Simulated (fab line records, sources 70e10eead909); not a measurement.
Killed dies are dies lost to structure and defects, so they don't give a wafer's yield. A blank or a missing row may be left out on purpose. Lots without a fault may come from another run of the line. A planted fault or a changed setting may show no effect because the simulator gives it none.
A struck lot beside a sound one | flow nand_harc | 15 steps out of a route of 1302
Sound: wafers L680.3, L680.4, L680.6. Struck: wafers L691.2, L691.3, L691.4. The cause comes at the end.
At each step with rows: each side's tool, then ch and its chambers, then its first start. Under that, the readings that differ: sound wafers | struck wafers | difference of the means | sigmas: that difference in standard deviations of wafers without a fault.
alike: readings whose means differ by less than 2 such deviations, and words and numbers that are the same on both sides. not compared: withheld readings, readings that some wafer has no value for, bounds like >300 that may hide the same value, and numbers for which the record gives no deviation and whose values overlap.
The two part at a step that has a row with sigmas, a row that says differs or no value, or rows on one side only. Numbers that don't overlap but have no deviation are shown without sigmas and don't part them. A reading that every wafer of one side lacks parts them only if that side has two wafers or more.

first, 7 steps without rows for these wafers: NHARC_A_M0_COAT_33 (time 65 s); NHARC_A_M0_COAT_03 (resist thk 90 nm); NHARC_A_M0_SOFTBAKE_04 (time 55 s); NHARC_A_M0_EBR_05; NHARC_A_M0_EXPOSE_06 (exposes mask A M0, target cd 80 nm); NHARC_A_M0_PEB_07 (peb time 65 s); NHARC_A_M0_DEVELOP_08 (develop time 35 s).
NHARC_A_M0_CD_MEAS_09: target cd 80 nm.
  sound on cd_sem-01 ch 0, day 23 10:23; struck on cd_sem-03 ch 0, day 29 05:33
  alike: cd_nm
NHARC_A_M0_OVL_MEAS_10: pitch 160 nm.
  sound on overlay-02, day 23 10:28; struck on overlay-01, day 29 05:38
  reading           | sound          | struck      | difference | sigmas
  overlay_x_nm (nm) | -2.5 -2.3 -2.2 | 0.6 0.4 1.5 | +3.2       | +4
  alike: overlay_y_nm
NHARC_A_M0_INSPECT_11:
  sound on defect_inspect-01, day 23 10:31; struck on defect_inspect-02, day 29 05:40
  alike: raw_defect_count
NHARC_A_M0_DESCUM_14: chemistry O2, time 3 s.
  sound on rie_diel-07 ch 1,2, day 23 10:36; struck on rie_diel-11 ch 0,2,3, day 29 05:44
  reading                | sound             | struck            | difference                   | sigmas
  o2_flow_sccm (sccm)    | 200.7 200.8 201.1 | 199.0 199.5 199.7 | -1.5                         | -2
  rf_hours_counter_h (h) | - - -             | 2.9 2.6 2.9       | no value on the sound wafers |
  alike: drypump_motor_current_A, oes_product_au, rf_vpp_V, showerhead_plenum_p_Torr, throttle_valve_pct
NHARC_A_M0_ETCH_34: etches the open film in N2/H2, target depth 40 nm, overetch 12 nm, time 43.94 s.
  sound on rie_diel-07 ch 1,2, day 23 10:44; struck on rie_diel-11 ch 0,1,3, day 29 05:49
  reading                | sound | struck      | difference                   | sigmas
  rf_hours_counter_h (h) | - - - | 2.9 2.9 2.6 | no value on the sound wafers |
  alike: bias_w, chamber_pressure_mTorr, drypump_motor_current_A, oes_product_au, rf_vpp_V, showerhead_plenum_p_Torr, throttle_valve_pct
NHARC_A_M0_ETCH_15: etches the open film in C4F8/Ar, target depth 150 nm, overetch 15 nm, time 82.5 s.
  sound on rie_diel-07 ch 1,2, day 23 10:51; struck on rie_diel-11 ch 1,2,3, day 29 05:54
  no value came back on the struck wafers for bias_w (W), chamber_pressure_mTorr (mTorr), oes_product_au (a.u.), rf_vpp_V (V); on the sound wafers bias_w (W) reads 300.7 299.5 300.9
  not compared: rf_hours_counter_h
NHARC_A_M0_CD_MEAS_16:
  sound on cd_sem-01, day 23 11:00; struck on cd_sem-03, day 29 06:02
  alike: cd_nm
NHARC_END_SORT_01:
  the record has rows for the struck wafers here (prober-01 ch 0, day 30 21:39) and none for the sound ones

WHERE THEY PART
First at NHARC_A_M0_OVL_MEAS_10; last, within this record, at NHARC_END_SORT_01.

WHY: what the simulator had put in
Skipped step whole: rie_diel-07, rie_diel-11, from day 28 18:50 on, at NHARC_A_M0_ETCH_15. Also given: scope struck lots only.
